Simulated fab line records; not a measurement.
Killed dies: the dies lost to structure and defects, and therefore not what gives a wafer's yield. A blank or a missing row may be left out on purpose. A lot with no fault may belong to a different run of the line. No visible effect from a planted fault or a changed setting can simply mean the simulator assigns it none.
A single fault, viewed from 3 desks :: flow nandHarc :: what lay behind the numbers comes last; until then each desk has only its own

## THE DEFECT DESK
Lot by lot, what the route's inspections counted, given as the mean of those sampled wafers with a number. Marked OUT: a lot whose mean sits more than 4 standard deviations from the usual mean, which makes it out of limits; the brackets give that distance.
Columns: A = rawDefectCount at NHARC_P_M2_INSPECT_11, usual 4.2
lot: L967
first seen here: day 6 21:35
A: 5.0

lot: L968
first seen here: day 6 22:26
A: 3.0

lot: L977
first seen here: day 9 09:18
A: 5.3

lot: L976
first seen here: day 9 09:32
A: 2.7

lot: L979
first seen here: day 10 02:12
A: 3.3
This desk's finding: nothing out of limits on any of the 5 lots.

## DESK OF THE TOOL OWNER: rieDiel-03
The tool's own readings at NHARC_P_M2_ETCH_35 (etches the open film in N2/H2, target depth 40 nm, overetch 12 nm, time 43.94 s): means of the sampled wafers that have a number, for each lot that ran on this tool. Marked OUT: a lot whose mean sits more than 4 standard deviations from the usual mean, which makes it out of limits; the brackets give that distance.
Columns: A = drypumpMotorCurrentA at NHARC_P_M2_ETCH_35, usual 5.7 A; B = oesProductAu at NHARC_P_M2_ETCH_35, usual 1.002 a.u.; C = rfVppV at NHARC_P_M2_ETCH_35, usual 430.7 V; D = showerheadPlenumPTorr at NHARC_P_M2_ETCH_35, usual 2.04 Torr; E = throttleValvePct at NHARC_P_M2_ETCH_35, usual 14.171 %
lot: L967
first seen here: day 6 21:44
A: 5.2
B: 0.993
C: 430.8
D: 2.07
E: 14.166

lot: L977
first seen here: day 9 09:27
A: 5.4
B: 0.941 (-5.1) OUT
C: 432.1
D: 2.08
E: 14.171
This desk's verdict: out of limits on L977, starting with L977 at day 9 09:27 (oesProductAu at NHARC_P_M2_ETCH_35). Within limits: L967.

## AT THE METROLOGY DESK
What the gauges read for every lot (on any tool): the sampled wafers with a number, averaged. Marked OUT: a lot whose mean sits more than 4 standard deviations from the usual mean, which makes it out of limits; the brackets give that distance.
Columns: A = cdNm at NHARC_P_M2_CD_MEAS_09, usual 169.6 nm; B = overlayXNm at NHARC_P_M2_OVL_MEAS_10, usual 0.0 nm; C = overlayYNm at NHARC_P_M2_OVL_MEAS_10, usual 0.3 nm
lot: L967
first seen here: day 6 21:28
A: 169.8
B: 0.8
C: -0.6

lot: L968
first seen here: day 6 22:19
A: 169.1
B: 0.1
C: 0.6

lot: L977
first seen here: day 9 09:11
A: 169.6
B: -0.0
C: -0.6

lot: L976
first seen here: day 9 09:25
A: 169.6
B: 0.7
C: 0.3

lot: L979
first seen here: day 10 02:05
A: 169.6
B: -0.1
C: 1.1
This desk's finding: nothing out of limits on any of the 5 lots.

## PUT TOGETHER
At day 9 09:27, on L977, the tool owner's desk was in a position to raise an alarm.
No out-of-limits result turned up at the defect desk.
At the metrology desk, nothing out of limits was observed.
The defect desk has L977 on record, within its limits.
The metrology desk holds a record of L977, inside its limits.
The lots listed all ran NHARC_P_M2_ETCH_35 on rieDiel-03.

## WHAT WAS PUT IN BY THE SIMULATOR
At NHARC_P_M2_ETCH_35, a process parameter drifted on rieDiel-03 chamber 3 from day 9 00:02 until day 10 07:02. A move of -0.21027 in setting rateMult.
Lots struck among those shown: L977.
Hours from the fault's start to each desk's first reading out of limits: the tool owner's desk, 9.
